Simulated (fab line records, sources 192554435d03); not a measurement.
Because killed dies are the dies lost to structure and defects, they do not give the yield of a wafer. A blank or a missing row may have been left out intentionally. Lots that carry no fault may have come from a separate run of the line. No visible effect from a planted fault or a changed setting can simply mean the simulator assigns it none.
Matching of chambers -- flow n5_finfet -- N5_MOL_CONTACT_COAG_ETCH_67 on rie_diel-03: 4 sister chambers
The step etches SOC in N2/H2, target depth 60 nm, overetch 21 nm, time 101.2 s. 4 wafers are shown with their chamber, then 8 later ones without.

## WAFERS PAIRED WITH THEIR CHAMBERS
wafer,chamber,showerhead_plenum_p_Torr (Torr)
L945.1,3,2.50
L945.4,1,2.49
L947.4,2,2.60
L947.6,0,2.59

## WAFERS WITH NO CHAMBER GIVEN
wafer,showerhead_plenum_p_Torr (Torr)
L953.4,2.49
L953.5,2.49
L957.2,2.48
L957.4,2.60
L957.6,2.48
L962.1,2.47
L962.2,2.58
L962.6,2.58

## WHICH CHAMBER EACH WENT THROUGH
wafer,from the rows above,in truth
L953.4,can't be placed: 1 or 3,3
L953.5,can't be placed: 1 or 3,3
L957.2,can't be placed: 1 or 3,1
L957.4,can't be placed: 2 or 0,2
L957.6,can't be placed: 1 or 3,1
L962.1,can't be placed: 1 or 3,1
L962.2,can't be placed: 0 or 2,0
L962.6,can't be placed: 0 or 2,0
Placed correctly: 0 of 8. Cannot be placed on the basis of these rows: 8; the candidates contain the true chamber in 8. Number placed wrongly: 0.
How it was worked out, from the rows above alone: a wafer's distance from a chamber is the root of the sum, over the readings, of the square of ((its reading less the chamber's mean) divided by the reading's scatter). The wafer belongs to the nearest chamber; if the next one is less than 2 further off, it can't be placed. A chamber's mean is the mean of its shown wafers. The scatter (one wafer shown for each chamber): square how far every hidden wafer sits from the nearest shown wafer, average those squares and take the square root.
